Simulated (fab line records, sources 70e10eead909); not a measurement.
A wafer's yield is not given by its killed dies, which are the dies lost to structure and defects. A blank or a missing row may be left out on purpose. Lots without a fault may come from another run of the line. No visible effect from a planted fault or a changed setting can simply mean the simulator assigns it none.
Matching of chambers ; flow nand_harc ; NHARC_A_STAIRCASE_ETCH_253 on rie_diel-13 has 4 sister chambers
The step etches the open film in C4F8/O2, target depth 50 nm, time 20.2 s. 8 wafers are shown with their chamber, then 7 later ones without.

WAFERS PAIRED WITH THEIR CHAMBERS
wafer;chamber;rf_vpp_V (V);oes_product_au (a.u.)
L600.2;2;890;0.943
L601.5;1;905;0.942
L604.1;3;895;0.951
L604.3;1;904;0.964
L606.1;3;897;0.914
L606.4;2;889;0.926
L618.2;0;894;0.978
L618.4;0;894;0.973

WAFERS MISSING THEIR CHAMBER
wafer;rf_vpp_V (V);oes_product_au (a.u.)
L618.6;905;0.960
L620.3;894;0.951
L620.4;904;0.949
L620.5;895;0.939
L622.2;895;0.961
L622.3;889;0.958
L622.5;904;0.973

CHAMBER TAKEN BY EACH
wafer;from the rows above;in truth
L618.6;1;1
L620.3;can't be placed: 0 or 3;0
L620.4;1;1
L620.5;can't be placed: 3 or 0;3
L622.2;can't be placed: 0 or 3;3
L622.3;2;2
L622.5;1;1
4 of 7 placed correctly. Unplaceable from these rows: 3, with the true chamber sitting among the candidates in 3. Number placed wrongly: 0.
How it was worked out, from the rows above alone: a wafer's distance from a chamber is the root of the sum, over the readings, of the square of ((its reading less the chamber's mean) divided by the reading's scatter). If the next closest chamber is less than 2 further off than the closest, the wafer can't be placed; otherwise it belongs to the closest. For every chamber, the mean is computed from those of its wafers that are shown. How the scatter is found: for the shown wafers, subtract from each reading the mean of its chamber, square and add these, divide the total by (wafers less chambers), then take the root.
